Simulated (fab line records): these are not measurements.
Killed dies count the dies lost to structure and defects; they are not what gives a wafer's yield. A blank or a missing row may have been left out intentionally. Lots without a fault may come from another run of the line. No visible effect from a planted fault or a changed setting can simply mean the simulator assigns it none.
Matching of chambers :: flow nandHarc :: 4 sister chambers for NHARC_P_M0_CMP_23 on cmp-01
The step polishes, t overpolish 20 s, target thk 117.54 nm. 16 wafers are shown with their chamber, then 8 later ones without.

WAFERS, EACH WITH ITS CHAMBER
wafer: L077.2
chamber: 1
motorCurrentA (A): 11.3
timeToEndpointS (s): 32

wafer: L077.3
chamber: 2
motorCurrentA (A): 10.5
timeToEndpointS (s): 30

wafer: L077.5
chamber: 3
motorCurrentA (A): 10.7
timeToEndpointS (s): 27

wafer: L081.1
chamber: 0
motorCurrentA (A): 11.7
timeToEndpointS (s): 27

wafer: L081.2
chamber: 3
motorCurrentA (A): 11.8
timeToEndpointS (s): 31

wafer: L081.5
chamber: 1
motorCurrentA (A): 11.2
timeToEndpointS (s): 33

wafer: L086.3
chamber: 3
motorCurrentA (A): 11.0
timeToEndpointS (s): 31

wafer: L086.5
chamber: 2
motorCurrentA (A): 9.9
timeToEndpointS (s): 33

wafer: L086.6
chamber: 3
motorCurrentA (A): 11.6
timeToEndpointS (s): 32

wafer: L088.4
chamber: 0
motorCurrentA (A): 11.9
timeToEndpointS (s): 26

wafer: L088.5
chamber: 2
motorCurrentA (A): 9.6
timeToEndpointS (s): 30

wafer: L088.6
chamber: 1
motorCurrentA (A): 10.6
timeToEndpointS (s): 34

wafer: L091.1
chamber: 2
motorCurrentA (A): 9.9
timeToEndpointS (s): 29

wafer: L091.2
chamber: 0
motorCurrentA (A): 12.3
timeToEndpointS (s): 20

wafer: L091.5
chamber: 2
motorCurrentA (A): 9.6
timeToEndpointS (s): 29

wafer: L092.1
chamber: 3
motorCurrentA (A): 10.5
timeToEndpointS (s): 29

SIGNATURES (averages over the wafers above)
reading: motorCurrentA
chamber 0: 11.967
chamber 1: 11.033
chamber 2: 9.900
chamber 3: 11.120
scatter within a chamber: 0.436

reading: timeToEndpointS
chamber 0: 24.33
chamber 1: 33.00
chamber 2: 30.20
chamber 3: 30.00
scatter within a chamber: 2.19
Rule: a wafer's distance from a chamber is the root of the sum, over the readings, of the square of ((its reading less the chamber's mean) divided by the reading's scatter). If the next closest chamber is less than 2 further off than the closest, the wafer can't be placed; otherwise it belongs to the closest. The scatter is the square root of a quotient: the sum, over the shown wafers, of each reading's squared deviation from its chamber's mean, divided by wafers minus chambers.

WAFERS MISSING THEIR CHAMBER
wafer: L092.3
motorCurrentA (A): 10.3
timeToEndpointS (s): 32

wafer: L092.4
motorCurrentA (A): 11.9
timeToEndpointS (s): 24

wafer: L093.1
motorCurrentA (A): 10.5
timeToEndpointS (s): 28

wafer: L093.2
motorCurrentA (A): 11.1
timeToEndpointS (s): 30

wafer: L093.6
motorCurrentA (A): 9.9
timeToEndpointS (s): 29

wafer: L094.2
motorCurrentA (A): 9.6
timeToEndpointS (s): 29

wafer: L094.3
motorCurrentA (A): 11.2
timeToEndpointS (s): 30

wafer: L094.4
motorCurrentA (A): 11.8
timeToEndpointS (s): 25

EACH ONE'S CHAMBER
wafer: L092.3
from the rows above: can't be placed: 2 or 1 or 3
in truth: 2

wafer: L092.4
from the rows above: 0
in truth: 0

wafer: L093.1
from the rows above: can't be placed: 3 or 2 or 1
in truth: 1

wafer: L093.2
from the rows above: can't be placed: 3 or 1
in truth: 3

wafer: L093.6
from the rows above: 2
in truth: 2

wafer: L094.2
from the rows above: 2
in truth: 2

wafer: L094.3
from the rows above: can't be placed: 3 or 1
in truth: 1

wafer: L094.4
from the rows above: 0
in truth: 0
Placed correctly: 4 of 8. Cannot be placed on the basis of these rows: 4; the candidates contain the true chamber in 4. Wrongly placed: 0.
